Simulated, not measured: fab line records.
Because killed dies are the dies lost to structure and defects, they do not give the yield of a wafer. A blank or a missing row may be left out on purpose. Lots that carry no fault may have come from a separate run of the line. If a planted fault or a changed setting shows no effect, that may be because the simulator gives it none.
Struck lot and sound lot, side by side || flow nand harc || 15 out of 1302 route steps
Sound: these wafers, L849.1, L849.2, L849.6. The struck wafers were L858.2, L858.4, L858.5. The cause comes at the end.
For every step that has rows: the tool of each side, followed by ch and its chambers, followed by its first start. Under that, the readings that differ: sound wafers || struck wafers || difference of the means || sigmas: that difference in standard deviations of wafers without a fault.
alike: readings with means less than 2 such deviations apart, plus words and numbers identical on both sides. not compared: withheld readings, readings lacking a value on some wafer, bounds such as >300 that could conceal the same value, and numbers that have no deviation in the record and whose values overlap.
Wherever a step has rows on one side only, a row that says differs or no value, or a row with sigmas, the two part there. When numbers do not overlap yet have no deviation, they are printed without sigmas and do not part them. A reading that every wafer of one side lacks parts them only if that side has two wafers or more.

NHARC_A_SLIT_INSPECT_11:
  sound on defect inspect-02 at day 20 01:52; struck on defect inspect-01 at day 23 11:08
  alike: raw defect count
NHARC_A_SLIT_DESCUM_14: chemistry O2, time 3 s.
  sound on rie diel-01 ch 0,1,3, day 20 01:56; struck on rie diel-12 ch 0,2,3, day 23 11:13
  alike: drypump motor current A, oes product au, rf vpp V, showerhead plenum p Torr, throttle valve pct
  not compared: rf hours counter h
then, 1 step without rows for these wafers: NHARC_A_SLIT_ETCH_24 (etches the open film in CF4/CHF3, target depth 121 nm, time 60.5 s).
NHARC_A_SLIT_ETCH_15: etches the open film in O2/COS, target depth 6200 nm, time 1612 s.
  sound on rie diel-01 ch 0,1,3; struck on rie diel-12 ch 0,2,3
  alike: drypump motor current A, oes product au, rf vpp V, showerhead plenum p Torr, throttle valve pct
  not compared: rf hours counter h
NHARC_A_SLIT_ETCH_17: etches the open film in C4F8/O2/Ar, time 4254.5 s, target depth 20300 nm.
  sound on har etch-01 ch 0,1, day 20 03:12; struck on har etch-01 ch 0,1, day 23 12:28
  alike: drypump motor current A, showerhead plenum p Torr, throttle valve pct
  not compared: rf hours counter h
then, 2 steps without rows for these wafers: NHARC_A_SLIT_ETCH_26 (etches the open film in C4F8/O2/Ar, time 90 s, target depth 400 nm); NHARC_A_SLIT_STRIP_28 (strips in O2/COS).
NHARC_A_SLIT_ETCH_29: etches the open film in CF4/O2, target depth 100 nm, overetch 10 nm, time 55 s.
  sound on rie diel-12 ch 2,3, day 20 07:44; struck on rie diel-01 ch 2,3, day 23 16:56
{"reading": "drypump motor current A (A)", "sound": "6.4 6.5 6.5", "struck": "5.9 5.6 5.6", "difference": -0.8, "sigmas": -2}
  alike: oes product au, rf vpp V, showerhead plenum p Torr, throttle valve pct
  not compared: rf hours counter h
NHARC_A_SLIT_STRIP_18: strips in O2.
  sound on rie diel-12 ch 1,2,3; struck on rie diel-01 ch 0,3
  alike: drypump motor current A, oes product au, rf vpp V, showerhead plenum p Torr, throttle valve pct
  not compared: rf hours counter h
then, 2 steps without rows for these wafers: NHARC_A_SLIT_PRECLEAN_19 (cleans in SC1); NHARC_A_SLIT_SRD_20.
NHARC_A_SLIT_CD_MEAS_21:
  sound on cd sem-01 at day 20 08:16; struck on cd sem-03 at day 23 17:28
  alike: cd nm
NHARC_A_SIN_REMOVE_WET_00: chemistry H3PO4, time 15300 s.
  sound on wet h3po4-01 ch 0, day 20 09:56; struck on wet h3po4-01 ch 1, day 23 19:08
  no value came back on the struck wafers for bath guard temp C (C), bath heat duty pct (%); on the sound wafers bath guard temp C (C) reads 160.1 159.7 159.5
then, 2 steps without rows for these wafers: NHARC_A_SIN_REMOVE_PRECLEAN_01 (cleans in SC1); NHARC_END_SORT_01.

== WHERE THEY PART ==
At NHARC_A_SLIT_ETCH_29 first; at NHARC_A_SIN_REMOVE_WET_00 last (within this record only).

WHY: what had been put in by the simulator
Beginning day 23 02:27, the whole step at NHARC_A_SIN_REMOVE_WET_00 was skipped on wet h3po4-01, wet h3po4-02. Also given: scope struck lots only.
